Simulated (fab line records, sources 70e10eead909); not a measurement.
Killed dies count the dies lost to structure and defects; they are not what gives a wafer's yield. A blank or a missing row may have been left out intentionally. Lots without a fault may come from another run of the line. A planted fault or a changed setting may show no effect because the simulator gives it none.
A single fault, viewed from 2 desks || flow nand harc || numbers are kept per desk, each desk with only its own; the story behind them comes last

## THE METROLOGY DESK
Means of the sampled wafers that have a number, per lot and without regard to the tool the lot ran on: this is what the gauges read. Any lot whose mean is over 4 standard deviations away from the usual mean is out of limits and marked OUT; that distance is given in the brackets.
Columns: A = cd nm at NHARC_P_STI_CD_MEAS_09, usual 199.2 nm; B = trench depth nm at NHARC_P_STI_OCD_MEAS_17, usual 301 nm; C = trench foot cd nm at NHARC_P_STI_OCD_MEAS_17, usual 157.1 nm; D = trench depth nm at NHARC_P_STI_OCD_MEAS_43, usual 301 nm; E = trench foot cd nm at NHARC_P_STI_OCD_MEAS_43, usual 157.1 nm
{"lot": "L910", "first seen here": "day 3 02:14", "A": 199.6, "B": 299, "C": 158.1, "D": 299, "E": 158.2}
{"lot": "L911", "first seen here": "day 3 12:47", "A": 198.2, "B": 296, "C": 156.2, "D": 297, "E": 156.4}
{"lot": "L914", "first seen here": "day 4 11:22", "A": 198.0, "B": 296, "C": 156.5, "D": 296, "E": 156.7}
{"lot": "L916", "first seen here": "day 5 07:34", "A": 198.5, "B": 302, "C": 156.3, "D": 302, "E": 156.2}
{"lot": "L917", "first seen here": "day 5 17:24", "A": 201.6, "B": 302, "C": 159.5, "D": 302, "E": 159.6}
{"lot": "L920", "first seen here": "day 7 02:26", "A": 200.3, "B": 304, "C": 157.9, "D": 304, "E": 157.5}
{"lot": "L921", "first seen here": "day 7 11:30", "A": 201.4, "B": 300, "C": 159.6, "D": 300, "E": 159.6}
{"lot": "L922", "first seen here": "day 7 23:08", "A": 196.5, "B": 299, "C": 154.7, "D": 299, "E": 154.7}
{"lot": "L923", "first seen here": "day 8 06:53", "A": 197.6, "B": 303, "C": 155.4, "D": 303, "E": 155.2}
{"lot": "L924", "first seen here": "day 8 14:49", "A": 199.7, "B": 305, "C": 157.1, "D": 305, "E": 157.1}
{"lot": "L925", "first seen here": "day 9 01:33", "A": 200.9, "B": 294, "C": 159.2, "D": 294, "E": 159.2}
{"lot": "L926", "first seen here": "day 9 09:54", "A": 198.4, "B": 301, "C": 156.3, "D": 301, "E": 156.0}
{"lot": "L931", "first seen here": "day 11 14:10", "A": 199.5, "B": 301, "C": 157.5, "D": 300, "E": 157.4}
{"lot": "L933", "first seen here": "day 12 09:07", "A": 200.9, "B": 303, "C": 158.5, "D": 303, "E": 158.4}
Finding of this desk: none of the 14 lots has anything out of limits.

## FOR THE TOOL OWNER'S DESK: krf scanner-02
The tool's own readings at NHARC_P_GATE_EXPOSE_08 (exposes mask P HV): means of the sampled wafers that have a number, for each lot that ran on this tool. Any lot whose mean is over 4 standard deviations away from the usual mean is out of limits and marked OUT; that distance is given in the brackets.
Columns: A = exposure dose mJ cm2 at NHARC_P_GATE_EXPOSE_08, usual 16.749
{"lot": "L910", "first seen here": "day 4 13:51", "A": 16.721}
{"lot": "L911", "first seen here": "day 5 03:04", "A": 16.764}
{"lot": "L917", "first seen here": "day 7 14:05", "A": 16.768}
{"lot": "L921", "first seen here": "day 8 22:42", "A": 16.738}
{"lot": "L922", "first seen here": "day 9 14:57", "A": 16.773}
{"lot": "L925", "first seen here": "day 10 10:07", "A": "21.841 (+99 or more) OUT"}
{"lot": "L924", "first seen here": "day 10 10:10", "A": "21.823 (+99 or more) OUT"}
{"lot": "L926", "first seen here": "day 10 23:02", "A": "21.818 (+99 or more) OUT"}
{"lot": "L931", "first seen here": "day 13 03:25", "A": "21.836 (+99 or more) OUT"}
This desk's finding: out of limits on L924, L925, L926, L931; first on L925, day 10 10:07 (exposure dose mJ cm2 at NHARC_P_GATE_EXPOSE_08). L910, L911, L917, L921, L922 stayed within limits.

## PUT TOGETHER
At day 10 10:07, on L924, L925, L926, L931, the tool owner's desk was in a position to raise an alarm.
From the metrology desk's view, nothing was out of limits.
The metrology desk has L924, L925, L926, L931 on record, within its limits.
The lots listed all ran NHARC_P_GATE_EXPOSE_08 on krf scanner-02.

## WHAT HAD BEEN PUT IN BY THE SIMULATOR
Process parameters drifting: krf scanner-02 at NHARC_P_GATE_EXPOSE_08, beginning at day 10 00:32. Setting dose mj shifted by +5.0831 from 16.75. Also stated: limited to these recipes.
Struck lots among those shown: L924, L925, L926, L931.
How many hours passed from the start of the fault until each desk's first out-of-limits reading: the tool owner's desk, 10.
